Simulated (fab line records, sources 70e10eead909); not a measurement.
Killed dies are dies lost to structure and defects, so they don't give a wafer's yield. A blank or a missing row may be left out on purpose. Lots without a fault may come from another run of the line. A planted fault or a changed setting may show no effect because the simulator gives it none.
fab line records | flow nand_harc
record lots=14 wafers=42 last_day=30
route steps=1302 shown P_M2@349 P_BONDPAD@351
lots that met no fault: from a run of the same line without faults
start_h: hours from the record's first day to the start of the lot's first wafer shown | wait_h: hours since the lot's step before | " the same as in the row above | L1.1+2: a row that stands for several wafers | - no value, or no start given | * or withheld: withheld | < > ~ a bound
route shown NAME@n: a module of which the file shows steps, and the number in the route of the first | usual: mean/standard deviation of fault-free wafers | same: alike in all rows | chamber/n: place in a boat | sites: the reading at each site | _std_site: their standard deviation | _edge_site: outer sites' mean less inner sites' | radius_mm: how far each site lies from the wafer's centre | mask NAME#n: copy n | behind: the tool/chamber that last shaped the wafer | hold: why the lot was held/for how many hours/how that ended | device: the transistor (n, p or np) that didn't switch | end of line: the same wafers' tests at the end of the route | a step without rows: its recipe alone | killed: dies lost to structure and defects at the first sort, not the wafer's yield | map: a wafer's dies, x killed, . not, _ none there
set.NAME: the setting as run; set.NAME@STEP: as run at that earlier step | model.NAME: the simulator's own value behind a step, which no gauge read
steps of the route over a sample of lots; a table a step, a row a wafer
services: from which hour (start_h, from the record's first day; less than 0 if before it) a tool's chamber was out of use, for how many hours, and why
## steps
# step NHARC_P_M2_PRE_CLEAN_32
# recipe time_s=12 temp_c=370 rf_power_w=300 gas=NH3
# usual heater_power_outer_w=345/50 heater_power_w=597/78 susceptor_temp_C=369.97/0.21
# same time_s=12
# columns lot.wafer tool chamber start_h wait_h heater_power_outer_w heater_power_w since_wet_clean_h susceptor_temp_C
L189.1 pecvd-02 0 135.38 0.1 278 475 76 370.01
L189.4 " 2 " " 323 550 - 369.73
L189.5 " 0 " " 279 474 - 369.48
L188.3 pecvd-04 0 136.50 0.1 337 629 36 370.17
L188.1 " 2 " " 410 695 36 369.86
L188.6 " 0 " " 338 647 - 369.80
L190.1 pecvd-02 2 149.73 0.1 313 555 90 369.93
L190.4 " 1 " " 382 688 - 369.90
L190.5 " 0 " " 286 501 - 369.90
L191.3 pecvd-02 0 161.55 0.1 273 469 102 370.03
L191.4 " 1 " " 325 595 - 370.35
L191.6 " 2 " " 330 575 - 369.94
L192.2 pecvd-01 0 169.28 0.1 387 616 25 370.09
L192.3 " 1 " " 341 605 25 369.82
L192.5 " 2 " " 395 668 - 370.15
L193.1 pecvd-02 1 182.12 0.1 324 590 123 370.26
L193.3 " 2 " " 292 524 123 369.90
L193.6 " 0 " " 323 535 - 369.77
L194.1 pecvd-01 2 192.09 0.1 341 603 48 370.33
L194.4 " 2 " " 334 580 - 370.01
L194.6 " 2 " " 347 601 - 369.63
L196.3 pecvd-01 1 218.59 0.1 288 546 75 369.53
L196.4 " 0 " " 324 531 - 370.21
L196.6 " 2 " " 358 623 - 369.89
L198.2 pecvd-01 2 236.97 0.1 327 587 93 370.08
L198.5 " 0 " " 398 622 - 370.19
L198.4 " 2 " " 326 575 - 370.17
L199.1 pecvd-04 1 246.46 0.1 425 741 145 369.96
L199.3 " 2 " " 391 664 145 369.77
L199.2 " 0 " " 426 756 145 369.88
L200.3 pecvd-04 1 248.15 0.1 439 737 147 369.97
L200.2 " 2 " " 403 690 147 369.63
L200.6 " 2 " " 414 679 - 370.14
L201.3 pecvd-02 0 279.77 0.1 289 502 39 369.87
L201.6 " 1 " " 280 521 - 369.75
L201.4 " 2 " " 311 564 - 369.86
L203.1 pecvd-02 1 280.43 0.1 280 517 40 369.94
L203.4 " 2 " " 317 555 - 370.11
L203.6 " 0 " " 277 467 - 369.79
L202.1 pecvd-01 0 282.77 0.1 326 546 139 370.04
L202.4 " 0 " " 349 556 - 369.92
L202.5 " 2 " " 397 649 - 369.86
# step NHARC_P_BONDPAD_DEP_00
# recipe target_thk_a=2500 temp_c=370 target_thk_nm=250 pressure_torr=3 flow_sccm=200 rf_w=450 material=SiCN
# usual heater_power_outer_w=317/46 heater_power_w=560/74 susceptor_temp_C=369.98/0.21
# columns lot.wafer tool chamber start_h wait_h heater_power_outer_w heater_power_w since_wet_clean_h susceptor_temp_C
L189.1 pecvd-04 1 135.91 - 398 710 35 370.10
L189.5 " 0 " " 336 660 - 370.09
L189.4 " 1 " " 401 703 - 370.04
L188.1 pecvd-02 1 136.99 - 319 597 78 369.99
L188.3 " 0 " " 222 388 78 370.25
L188.6 " 1 " " 328 602 - 369.96
L190.1 pecvd-01 0 150.30 - 320 548 6 370.07
L190.5 " 1 " " 319 575 - 370.25
L190.4 " 2 " " 317 555 - 370.28
L191.3 pecvd-01 0 162.03 - 367 596 18 370.27
L191.4 " 1 " " 301 543 - 369.82
L191.6 " 2 " " 331 572 - 369.92
L192.2 pecvd-02 0 169.80 - 274 476 111 369.85
L192.3 " 1 " " 282 525 111 370.13
L192.5 " 2 " " 295 527 - 370.15
L193.3 pecvd-04 2 182.60 - 386 642 82 370.22
L193.1 " 1 " " 369 639 82 370.08
L193.6 " 1 " " 388 672 - 370.14
L194.1 pecvd-02 0 192.81 0.5 245 422 134 370.23
L194.6 " 0 " " 247 432 - 369.91
L194.4 " 1 " " 335 610 - 370.07
L196.3 pecvd-04 0 219.06 - 389 684 118 370.11
L196.6 " 0 " " 393 710 - 369.69
L196.4 " 1 " " 363 628 - 370.15
L198.2 pecvd-04 0 237.44 - 404 730 136 370.04
L198.5 " 1 " " 363 663 - 369.95
L198.4 " 2 " " 390 666 - 370.06
L199.1 pecvd-02 2 246.95 - 281 523 7 369.79
L199.2 " 0 " " 242 437 7 370.19
L199.3 " 1 " " 316 571 7 370.00
L200.3 pecvd-02 0 248.68 - 275 468 8 370.00
L200.2 " 1 " " 291 527 8 369.80
L200.6 " 1 " " 295 553 - 369.79
L201.3 pecvd-01 1 280.33 - 259 485 137 370.31
L201.4 " 0 " " 372 603 - 370.03
L201.6 " 1 " " 262 503 - 370.25
L203.1 pecvd-02 2 - - 291 518 41 369.48
L203.6 " 0 " " 273 479 - 369.76
L203.4 " 2 " " 307 530 - 370.05
L202.1 pecvd-04 2 283.35 - 328 591 1 370.06
L202.4 " 1 " " 411 726 - 369.71
L202.5 " 2 " " 340 576 - 370.08
# step NHARC_P_BONDPAD_OVL_MEAS_38
# usual overlay_x_nm=0/5.8 overlay_y_nm=-2/6.5
# columns lot.wafer tool chamber start_h wait_h overlay_x_nm overlay_y_nm
L189.1 overlay-02 - 137.05 - -4 -3
L189.4 " - " " -3 -3
L189.5 " - " " -3 -3
L188.1 overlay-01 - 138.31 - 4 -8
L188.3 " - " " 4 -8
L188.6 " - " " 3 -8
L190.1 overlay-01 - 151.51 - -8 -12
L190.4 " - " " -8 -12
L190.5 " - " " -8 -12
L191.3 overlay-01 - 163.34 - 2 -10
L191.4 " - " " 2 -10
L191.6 " - " " 2 -9
L192.2 overlay-02 - 170.95 - 15 -6
L192.3 " - " " 15 -6
L192.5 " - " " 15 -5
L193.1 overlay-02 - 183.94 - -2 -3
L193.3 " - " " -2 -3
L193.6 " - " " -2 -3
L194.1 overlay-01 - 194.13 - -7 -8
L194.4 " - " " -6 -9
L194.6 " - " " -7 -8
L196.3 overlay-02 - 220.37 - -2 -17
L196.4 " - " " -1 -17
L196.6 " - " " -1 -17
L198.2 overlay-02 - 238.74 - 2 1
L198.4 " - " " 1 1
L198.5 " - " " 1 1
L199.1 overlay-02 - 248.27 - 11 5
L199.2 " - " " 12 5
L199.3 " - " " 12 5
L200.2 overlay-02 - 249.94 - 3 5
L200.3 " - " " 3 4
L200.6 " - " " 3 4
L201.3 overlay-01 - 281.43 - 0 6
L201.4 " - " " 0 5
L201.6 " - " " -1 6
L203.1 overlay-01 - 282.20 - -7 4
L203.4 " - " " -7 4
L203.6 " - " " -7 4
L202.1 overlay-01 - 284.58 - -2 1
L202.4 " - " " -2 1
L202.5 " - " " -2 1
# step NHARC_P_BONDPAD_ETCH_12
# recipe target_depth_a=2000 time_s=100 chf3_flow_sccm=50 o2_flow_sccm=10 ar_flow_sccm=200 rf_w=500 bias_w=200 chemistry=CHF3/O2
# usual drypump_motor_current_A=5.9/0.36 oes_product_au=0.944/0.025 rf_vpp_V=371.2/2.2 run_length_s=121.2/0.44 showerhead_plenum_p_Torr=2.43/0.091 throttle_valve_pct=20.572/0.0095
# columns lot.wafer tool chamber start_h wait_h drypump_motor_current_A oes_product_au rf_hours_counter_h rf_vpp_V run_length_s showerhead_plenum_p_Torr throttle_valve_pct
L189.4 rie_diel-10 3 137.35 - 5.2 0.964 5.4 370.4 121.6 2.45 20.561
L189.1 " 2 " " 6.2 0.981 5.4 371.6 122.1 2.38 20.571
L189.5 " 0 " " 5.6 0.961 - 373.7 121.8 2.56 20.574
L188.1 rie_diel-10 2 138.63 - 6.1 0.928 5.4 372.1 121.4 2.38 20.569
L188.3 " 3 " " 5.2 0.929 5.5 370.2 121.1 2.45 20.569
L188.6 " 1 " " 5.9 0.928 - 374.2 121.0 2.54 20.573
L190.4 rie_diel-10 3 151.82 - 5.2 0.925 5.9 371.2 121.6 2.45 20.572
L190.1 " 0 " " 5.6 0.918 5.2 372.8 121.5 2.56 20.566
L190.5 " 3 " " 5.2 0.917 - 370.6 121.4 2.45 20.591
L191.4 rie_diel-10 3 163.64 - 5.2 0.925 6.1 370.7 121.2 2.45 20.570
L191.3 " 2 " " 6.2 0.928 6.1 370.5 121.4 2.38 20.586
L191.6 " 0 " " 5.5 0.916 - 374.5 121.5 2.56 20.586
L192.3 rie_diel-06 0 171.24 - 6.0 0.955 0.4 369.3 121.6 2.29 20.571
L192.2 " 1 " " 6.5 0.950 0.5 372.1 120.9 2.45 20.583
L192.5 " 1 " " 6.5 0.946 - 370.6 121.3 2.46 20.574
L193.3 rie_diel-10 3 184.27 - 5.1 0.933 8.5 371.3 121.5 2.44 20.562
L193.1 " 1 " " 5.9 0.924 7.9 373.5 121.1 2.54 20.578
L193.6 " 3 " " 5.1 0.929 - 372.4 121.3 2.44 20.580
L194.1 rie_diel-06 0 194.43 - 6.0 0.931 0.8 366.8 121.7 2.29 20.565
L194.4 " 1 " " 6.5 0.906 0.9 372.0 121.1 2.46 20.597
L194.6 " 1 " " 6.5 0.913 - 371.3 120.7 2.45 20.587
L196.4 rie_diel-10 2 220.67 - 6.2 0.937 8.8 370.9 121.1 2.38 20.553
L196.3 " 1 " " 5.9 0.990 8.9 372.7 120.8 2.54 20.566
L196.6 " 2 " " 6.1 0.927 - 370.2 121.2 2.38 20.549
L198.2 rie_diel-05 1 239.06 - 6.2 0.993 0.0 370.3 120.9 2.39 20.558
L198.4 " 2 " " 6.1 0.951 0.0 373.7 120.7 2.54 20.569
L198.5 " 0 " " 5.5 0.974 - 367.6 120.5 2.34 20.572
L199.3 rie_diel-05 1 248.57 - 6.2 0.982 1.2 370.5 121.1 2.39 20.563
L199.2 " 2 " " 6.1 0.962 1.2 372.5 120.9 2.53 20.578
L199.1 " 0 " " 5.4 0.990 0.8 368.8 120.3 2.34 20.562
L200.3 rie_diel-05 3 250.25 - 6.1 0.955 0.9 367.6 121.1 2.30 20.560
L200.2 " 1 " " 6.3 0.994 1.3 370.0 120.9 2.39 20.567
L200.6 " 3 " " 6.1 0.942 - 368.3 120.8 2.30 20.581
L201.3 rie_diel-05 1 281.74 - 6.2 0.942 1.9 369.2 120.9 2.39 20.570
L201.4 " 2 " " 6.1 0.906 1.8 374.5 120.7 2.53 20.572
L201.6 " 0 " " 5.5 0.934 - 369.7 120.2 2.34 20.561
L203.4 rie_diel-05 0 282.50 - 5.5 0.925 1.6 370.9 109.7 2.34 20.571
L203.1 " 1 " " 6.3 0.937 2.0 370.9 121.0 2.39 20.585
L203.6 " 1 " " 6.2 0.943 - 370.4 121.3 2.39 20.574
L202.1 rie_diel-05 3 284.90 - 6.1 0.924 1.7 369.3 121.3 2.29 20.561
L202.4 " 0 " " 5.5 0.917 1.9 369.0 109.3 2.34 20.575
L202.5 " 1 " " 6.3 0.952 - 370.7 121.1 2.39 20.565
## services
# columns tool chamber start_h hours kind
rie_diel-06 - 130.20 9.0 pm
pecvd-01 - 130.85 13.0 pm
rie_diel-06 3 147.89 2.6 repair
rie_diel-05 1 161.60 3.1 repair
rie_diel-05 - 172.19 4.8 repair
rie_diel-10 2 174.34 12.1 repair
rie_diel-10 0 175.00 5.7 repair
rie_diel-06 - 175.34 1.2 repair
pecvd-02 - 180.46 1.0 repair
pecvd-01 1 185.57 14.4 repair
rie_diel-10 1 198.88 9.6 repair
pecvd-02 - 200.81 1.3 repair
pecvd-04 - 217.67 0.6 repair
pecvd-02 - 227.32 13.0 pm
pecvd-02 0 227.32 13.0 vent_cycle
pecvd-02 1 227.32 13.0 vent_cycle
rie_diel-10 2 227.84 9.2 repair
rie_diel-05 - 229.60 9.0 pm
rie_diel-06 2 236.38 5.0 repair
rie_diel-10 - 242.50 9.0 pm
rie_diel-06 3 255.54 6.7 repair
rie_diel-10 3 256.22 2.5 repair
pecvd-04 - 269.00 13.0 pm
pecvd-02 - 277.12 0.7 repair
## key
first_sign step=NHARC_P_BONDPAD_ETCH_12 reading=run_length_s direction=down sigmas=27 usual=* struck=*
effect none on later readings
met_at NHARC_P_BONDPAD_ETCH_12
struck_lots L202,L203
struck_wafers L202.4,L203.4
later_rows_left_out L202.4,L203.4
sort_left_out L202.4,L203.4
not_acting_at NHARC_P_M2_PRE_CLEAN_32,NHARC_P_BONDPAD_DEP_00,NHARC_P_BONDPAD_OVL_MEAS_38
onset_between 281.74 282.50
fault kind=process_parameter_drift tool=rie_diel-05 chamber=0 onset_h=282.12 steps=NHARC_P_BONDPAD_ETCH_12 channel=time_s offset=* shape=step end_h=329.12 acts_in=* stated=*
# sort_left_out: the simulated sort isn't trusted on such a fault, so these wafers' sort isn't shown, and their yield isn't known
# later_rows_left_out: the simulator's readings of these wafers behind a module that went badly wrong aren't trusted and aren't shown, but for the sort
